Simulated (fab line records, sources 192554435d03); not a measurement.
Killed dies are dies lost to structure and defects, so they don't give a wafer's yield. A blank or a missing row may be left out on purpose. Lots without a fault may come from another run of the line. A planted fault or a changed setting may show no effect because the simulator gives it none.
Which tool did it? | flow n5_finfet | 11 lots, 33 wafers sampled, at 2 steps of a route of 1938

WHAT THE GAUGES READ, wafer by wafer
N5_PASSIVATION_OVL_MEAS_60.
lot  | measured     | on         | TV_OVL (nm)
L539 | day 12 19:11 | overlay-02 | -2 -6 -5
L540 | day 12 22:35 | overlay-01 | 7 7 0
L542 | day 13 04:50 | overlay-02 | 3 -5 -3
L541 | day 13 14:18 | overlay-02 | -3 -6 2
L545 | day 13 23:35 | overlay-01 | 5 0 2
L546 | day 14 09:34 | overlay-02 | 3 1 0
L548 | day 15 02:49 | overlay-02 | -4 0 4
L547 | day 15 04:00 | overlay-02 | 0 6 0
L550 | day 15 23:44 | overlay-01 | 5 1 0
L555 | day 17 11:31 | overlay-02 | -2 -2 -4
L562 | day 18 22:32 | overlay-02 | 1 -4 -2

WHICH TOOL RAN EACH LOT (tool, then ch and the chambers of the sampled wafers, then the start)
lot  | N5_BEOL_M2_TRENCH_ETCH_37
L539 | rie_diel-01 ch 0,2,3, day 7 11:43
L540 | rie_diel-01 ch 1,2,3, day 7 14:05
L542 | rie_diel-03 ch 0,2,3, day 7 16:11
L541 | rie_diel-01 ch 0,1,2, day 7 20:38
L545 | rie_diel-03 ch 2,3, day 8 05:44
L546 | rie_diel-04 ch 0,2, day 8 17:31
L548 | rie_diel-03 ch 2,3, day 9 00:47
L547 | rie_diel-03 ch 1,2, day 9 04:35
L550 | rie_diel-03 ch 0,1,3, day 10 09:25
L555 | rie_diel-03 ch 0,1,2, day 10 23:05
L562 | rie_diel-01 ch 0,1, day 13 09:05
- N5_BEOL_M2_TRENCH_ETCH_37: etches SiOC in C4F6/O2, target depth 55.555 nm, time 29.2 s.

WHAT THE TOOLS THEMSELVES READ (means of the sampled wafers that have a number; where no wafer has one, the mark that the record gives instead)
N5_BEOL_M2_TRENCH_ETCH_37.
lot  | tool        | bias_w (W) | chamber_pressure_mTorr (mTorr) | drypump_motor_current_A (A) | oes_product_au (a.u.) | rf_vpp_V (V) | showerhead_plenum_p_Torr (Torr) | throttle_valve_pct (%)
L539 | rie_diel-01 | 185.3      | 29.991                         | 6.0                         | 0.78                  | 665          | 2.78                            | 20.74
L540 | rie_diel-01 | 184.7      | 29.984                         | 6.0                         | 0.73                  | 665          | 2.80                            | 20.87
L542 | rie_diel-03 | 184.8      | 30.020                         | 5.5                         | 0.74                  | 667          | 2.83                            | 21.09
L541 | rie_diel-01 | 184.8      | 30.001                         | 6.1                         | 0.74                  | 667          | 2.79                            | 20.69
L545 | rie_diel-03 | 185.1      | 29.979                         | 5.6                         | 0.77                  | 662          | 2.89                            | 21.15
L546 | rie_diel-04 | 184.9      | 29.971                         | 5.5                         | 0.81                  | 659          | 2.83                            | 20.77
L548 | rie_diel-03 | 184.9      | 30.018                         | 5.7                         | 0.76                  | 662          | 2.88                            | 21.16
L547 | rie_diel-03 | 184.6      | 29.969                         | 6.1                         | 0.87                  | 660          | 2.84                            | 20.70
L550 | rie_diel-03 | 184.8      | 29.984                         | 5.8                         | 0.86                  | 663          | 2.77                            | 20.75
L555 | rie_diel-03 | 185.2      | 29.995                         | 5.6                         | 0.85                  | 667          | 2.84                            | 20.79
L562 | rie_diel-01 | 185.3      | 29.983                         | 6.1                         | 0.82                  | 668          | 2.74                            | 20.53

THE ANSWER, worked out from the rows above alone
Rule: what is usual is taken from the lots themselves. Put in order of their means at a reading, lots are off if they are a third of the lots or fewer, leave a main group of 4 or more, and stand apart from it by a gap of 3 or more times the standard deviation of the main group's means; of several such gaps the widest counts. A main group whose means are all the same, to the digits that the tables above print for the reading, isn't used. A lot without any number at a reading at which 4 lots or more have one is off too. The other lots that the step has rows for count as sound. The gauges are gone through in route order, then the tools' own readings, and for those a lot's mean is taken as printed above. The first step at which some lot is off is used, and at that step the reading that is off furthest; a lot without a number counts as furthest.
No lot is off at any reading shown: from this, nothing can be told.

WHAT THE SIMULATOR HAD PUT IN
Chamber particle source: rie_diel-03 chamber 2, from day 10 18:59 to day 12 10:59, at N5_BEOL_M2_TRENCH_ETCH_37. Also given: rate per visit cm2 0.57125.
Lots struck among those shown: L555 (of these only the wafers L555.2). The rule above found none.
